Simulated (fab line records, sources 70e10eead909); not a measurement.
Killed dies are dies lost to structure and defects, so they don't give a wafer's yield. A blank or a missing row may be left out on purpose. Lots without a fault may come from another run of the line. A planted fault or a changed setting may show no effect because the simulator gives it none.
A struck lot beside a sound one | flow nand_harc | 40 steps out of a route of 1302
Sound: wafers L747.2, L747.4, L747.6. Struck: wafer L764.6. (L764.1, L764.2 of the same lot were not struck and are left out.) The cause comes at the end.
At each step with rows: each side's tool, then ch and its chambers, then its first start. Under that, the readings that differ: sound wafers | struck wafers | difference of the means | sigmas: that difference in standard deviations of wafers without a fault.
alike: readings whose means differ by less than 2 such deviations, and words and numbers that are the same on both sides. not compared: withheld readings, readings that some wafer has no value for, bounds like >300 that may hide the same value, and numbers for which the record gives no deviation and whose values overlap.
The two part at a step that has a row with sigmas, a row that says differs or no value, or rows on one side only. Numbers that don't overlap but have no deviation are shown without sigmas and don't part them. A reading that every wafer of one side lacks parts them only if that side has two wafers or more.

NHARC_A_CHANNEL_HOLE_D1_CD_MEAS_30:
  sound on cd_sem-01, day 10 09:09; struck on cd_sem-02, day 17 23:50
  alike: cd_nm
then, 1 step without rows for these wafers: NHARC_A_CHANNEL_HOLE_D1_XSEM_31.
NHARC_A_CHANNEL_HOLE_D1_INSPECT_40:
  sound on defect_inspect-01, day 10 09:20; struck on defect_inspect-02, day 18 00:02
  alike: raw_defect_count
then, 3 steps without rows for these wafers: NHARC_A_CHANNEL_FILL_D1_PRECLEAN_00 (cleans in SC1); NHARC_A_CHANNEL_FILL_D1_SRD_01; NHARC_A_CHANNEL_FILL_D1_ALD_02 (deposits SiO2, target thk 6 nm, pulse time 10 s, ald cycles 60).
NHARC_A_CHANNEL_FILL_D1_ALD_03: deposits SiNx, target thk 6 nm, pulse time 60 s, ald cycles 58.
  sound on ald_sin_batch-01 ch 0; struck on ald_sin_batch-03 ch 0
  alike: precursor_pulse_height_rel
then, 5 steps without rows for these wafers: NHARC_A_CHANNEL_FILL_D1_ALD_14 (deposits SiO2, target thk 2.5 nm, pulse time 10 s, ald cycles 25); NHARC_A_CHANNEL_FILL_D1_ALD_15 (deposits SiNx, target thk 2 nm, pulse time 60 s, ald cycles 19); NHARC_A_CHANNEL_FILL_D1_ALD_16 (deposits SiO2, target thk 1.5 nm, pulse time 10 s, ald cycles 15); NHARC_A_CHANNEL_FILL_D1_ANNEAL_17 (time 1800 s); NHARC_A_CHANNEL_FILL_D1_CVD_18 (deposits poly-Si, target thk 3 nm).
NHARC_A_CHANNEL_FILL_D1_ETCHBACK_19: etches the open film in HBr/Cl2, target depth 5 nm, time 1.7 s.
  sound on rie_si-02 ch 2,3, day 11 11:20; struck on rie_si-02 ch 2, day 19 00:23
  reading                | sound                | struck | difference | sigmas
  throttle_valve_pct (%) | 26.404 26.391 26.401 | 26.421 | +0.022     | +2
  alike: drypump_motor_current_A, oes_product_au
  not compared: rf_hours_counter_h
then, 1 step without rows for these wafers: NHARC_A_CHANNEL_FILL_D1_ETCHBACK_20 (etches the open film in C4F8/O2/Ar, target depth 27 nm, time 13.5 s).
NHARC_A_CHANNEL_FILL_D1_STRIP_28: strips in O2, time 20 s.
  sound on rie_diel-08 ch 2,3, day 11 11:34; struck on rie_diel-08 ch 3, day 19 00:36
  reading                         | sound          | struck | difference | sigmas
  showerhead_plenum_p_Torr (Torr) | 3.40 3.79 3.79 | 3.39   | -0.27      | -2
  alike: drypump_motor_current_A, oes_product_au, rf_vpp_V, throttle_valve_pct
  not compared: rf_hours_counter_h
then, 5 steps without rows for these wafers: NHARC_A_CHANNEL_FILL_D1_PRECLEAN_21 (cleans in dHF, time 30 s); NHARC_A_CHANNEL_FILL_D1_SRD_23; NHARC_A_CHANNEL_FILL_D1_CVD_05 (deposits poly-Si, target thk 5 nm); NHARC_A_CHANNEL_FILL_D1_ANNEAL_22 (time 7200 s); NHARC_A_CHANNEL_FILL_D1_ALD_25 (deposits SiOx, target thk 60 nm, pulse time 10 s, ald cycles 600).
NHARC_A_CHANNEL_FILL_D1_ETCHBACK_08: etches the open film in C4F8, target depth 220 nm, time 110 s.
  sound on rie_diel-08 ch 0,1,3; struck on rie_diel-06 ch 0
  alike: oes_product_au, rf_vpp_V
  not compared: rf_hours_counter_h
NHARC_A_CHANNEL_FILL_D1_STRIP_29: strips in O2, time 20 s.
  sound on rie_diel-08 ch 2,3; struck on rie_diel-06 ch 2
  alike: drypump_motor_current_A, oes_product_au, rf_vpp_V, showerhead_plenum_p_Torr, throttle_valve_pct
  not compared: rf_hours_counter_h
then, 5 steps without rows for these wafers: NHARC_A_CHANNEL_FILL_D1_PRECLEAN_30 (cleans in dHF, time 30 s); NHARC_A_CHANNEL_FILL_D1_SRD_31; NHARC_A_CHANNEL_FILL_D1_CVD_09 (deposits poly-Si, target thk 150 nm, time 3000 s); NHARC_A_CHANNEL_FILL_D1_CMP_10 (polishes, target thk 150 nm); NHARC_A_CHANNEL_FILL_D1_SRD_12.
NHARC_A_CHANNEL_FILL_D1_INSPECT_13:
  sound on defect_inspect-02, day 12 16:37; struck on defect_inspect-02, day 20 00:08
  alike: raw_defect_count
then, 9 steps without rows for these wafers: NHARC_A_DECK1_JOINT_ETCHBACK_07 (etches the open film in HBr, target depth 105 nm, time 26.9 s); NHARC_A_DECK1_JOINT_ETCH_25 (etches SiO2 in dHF, target depth 0.5 nm); NHARC_A_DECK1_JOINT_ETCH_19 (etches poly-Si in TMAH, target depth 3 nm); NHARC_A_DECK1_JOINT_ETCH_18 (etches SiO2 in dHF, target depth 3 nm); NHARC_A_DECK1_JOINT_WET_08 (chemistry H3PO4, time 86 s); NHARC_A_DECK1_JOINT_ETCH_09 (etches SiO2 in dHF, target depth 5 nm); NHARC_A_DECK1_JOINT_WET_10 (chemistry H3PO4, time 86 s); NHARC_A_DECK1_JOINT_ETCH_11 (etches SiO2 in dHF, target depth 35 nm); NHARC_A_DECK1_JOINT_CVD_12 (deposits poly-Si, target thk 90 nm, time 1800 s).
NHARC_A_DECK1_JOINT_CMP_13: polishes, target thk 51.023 nm.
  the record has rows for the sound wafers here (cmp-04 ch 0,2,3, day 13 02:47) and none for the struck ones
NHARC_A_DECK1_JOINT_THK_MEAS_14: measures by ellipsometry.
  the record has rows for the sound wafers here (film_metro-01, day 13 03:03) and none for the struck ones
-- the record jumps here: 14 days lie between the struck wafers' starts before and after (it left off in module A_DECK1_JOINT and takes up again in module END, whose first step shown is number 1302 of the route) --
NHARC_END_SORT_01:
  sound on prober-01 ch 0, day 25 12:17; struck on prober-02 ch 0, day 33 16:18
  reading         | sound    | struck | difference | sigmas
  killed_at_array | 14 17 26 | 668    | +649       | +32
  killed_dies     | 19 23 28 | 677    | +654       | +31
  alike: killed_at_other, killed_at_periphery, killed_open, killed_short

WHERE THEY PART
First at NHARC_A_CHANNEL_FILL_D1_ETCHBACK_19; last, within this record, at NHARC_END_SORT_01.

WHY: what the simulator had put in
Process parameter drift: rie_si-02, from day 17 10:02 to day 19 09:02, at NHARC_A_CHANNEL_FILL_D1_ETCHBACK_19. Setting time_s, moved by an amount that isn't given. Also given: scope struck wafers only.
